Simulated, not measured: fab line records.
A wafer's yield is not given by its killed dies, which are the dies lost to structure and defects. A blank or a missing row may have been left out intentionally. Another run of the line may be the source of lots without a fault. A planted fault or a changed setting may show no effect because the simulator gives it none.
Chamber matching / flow n5Finfet / N5_STI_FIN_REVEAL_CMP_04 on cmp-04: 4 sister chambers
The step polishes, stops on Si3N4, t overpolish 4 s, target thk 131.83 nm. 14 wafers are shown with their chamber, then 7 later ones without.

## WAFERS, EACH WITH ITS CHAMBER
wafer=L074.1; chamber=2; motorCurrentA (A)=7.1; timeToEndpointS (s)=105; overpolishRunS (s)=3.985
wafer=L074.2; chamber=3; motorCurrentA (A)=7.3; timeToEndpointS (s)=108; overpolishRunS (s)=4.005
wafer=L074.3; chamber=1; motorCurrentA (A)=8.5; timeToEndpointS (s)=110; overpolishRunS (s)=3.979
wafer=L076.3; chamber=0; motorCurrentA (A)=6.5; timeToEndpointS (s)=105; overpolishRunS (s)=3.997
wafer=L076.4; chamber=2; motorCurrentA (A)=7.1; timeToEndpointS (s)=106; overpolishRunS (s)=4.017
wafer=L076.6; chamber=3; motorCurrentA (A)=7.3; timeToEndpointS (s)=108; overpolishRunS (s)=4.007
wafer=L077.3; chamber=2; motorCurrentA (A)=6.9; timeToEndpointS (s)=109; overpolishRunS (s)=4.005
wafer=L077.4; chamber=0; motorCurrentA (A)=7.2; timeToEndpointS (s)=108; overpolishRunS (s)=3.986
wafer=L077.6; chamber=1; motorCurrentA (A)=8.2; timeToEndpointS (s)=114; overpolishRunS (s)=4.001
wafer=L080.1; chamber=0; motorCurrentA (A)=7.7; timeToEndpointS (s)=106; overpolishRunS (s)=3.994
wafer=L080.4; chamber=1; motorCurrentA (A)=8.4; timeToEndpointS (s)=111; overpolishRunS (s)=3.996
wafer=L080.6; chamber=0; motorCurrentA (A)=7.2; timeToEndpointS (s)=108; overpolishRunS (s)=4.010
wafer=L082.1; chamber=0; motorCurrentA (A)=7.2; timeToEndpointS (s)=111; overpolishRunS (s)=4.003
wafer=L082.4; chamber=3; motorCurrentA (A)=7.5; timeToEndpointS (s)=111; overpolishRunS (s)=3.995

SIGNATURES, as means of the wafers listed above
reading=motorCurrentA; chamber 0=7.160; chamber 1=8.367; chamber 2=7.033; chamber 3=7.367; scatter within a chamber=0.288
reading=timeToEndpointS; chamber 0=107.60; chamber 1=111.67; chamber 2=106.67; chamber 3=109.00; scatter within a chamber=2.11
reading=overpolishRunS; chamber 0=3.99800; chamber 1=3.99200; chamber 2=4.00233; chamber 3=4.00233; scatter within a chamber=0.011
Rule: for each reading, subtract the chamber's mean from the wafer's reading, divide by that reading's scatter and square the result; add these up over the readings and take the root, which gives the wafer's distance from the chamber. If the next closest chamber is less than 2 further off than the closest, the wafer can't be placed; otherwise it belongs to the closest. The scatter is the square root of a quotient: the sum, over the shown wafers, of each reading's squared deviation from its chamber's mean, divided by wafers minus chambers.

## WAFERS WITHOUT THEIR CHAMBER
wafer=L082.5; motorCurrentA (A)=7.1; timeToEndpointS (s)=108; overpolishRunS (s)=3.996
wafer=L083.1; motorCurrentA (A)=7.3; timeToEndpointS (s)=107; overpolishRunS (s)=3.999
wafer=L083.2; motorCurrentA (A)=7.1; timeToEndpointS (s)=108; overpolishRunS (s)=4.028
wafer=L083.5; motorCurrentA (A)=8.6; timeToEndpointS (s)=111; overpolishRunS (s)=4.009
wafer=L088.2; motorCurrentA (A)=7.5; timeToEndpointS (s)=107; overpolishRunS (s)=3.984
wafer=L088.5; motorCurrentA (A)=7.1; timeToEndpointS (s)=106; overpolishRunS (s)=3.995
wafer=L088.6; motorCurrentA (A)=7.5; timeToEndpointS (s)=107; overpolishRunS (s)=4.011

## CHAMBER TAKEN BY EACH
wafer=L082.5; from the rows above=can't be placed: 0 or 2 or 3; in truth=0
wafer=L083.1; from the rows above=can't be placed: 0 or 2 or 3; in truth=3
wafer=L083.2; from the rows above=can't be placed: 2 or 3 or 0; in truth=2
wafer=L083.5; from the rows above=1; in truth=1
wafer=L088.2; from the rows above=can't be placed: 0 or 3 or 2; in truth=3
wafer=L088.5; from the rows above=can't be placed: 2 or 0 or 3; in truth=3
wafer=L088.6; from the rows above=can't be placed: 3 or 0 or 2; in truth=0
Correct placement for 1 of the 7. Unplaceable from these rows: 6, with the true chamber sitting among the candidates in 6. Wrongly placed: 0.
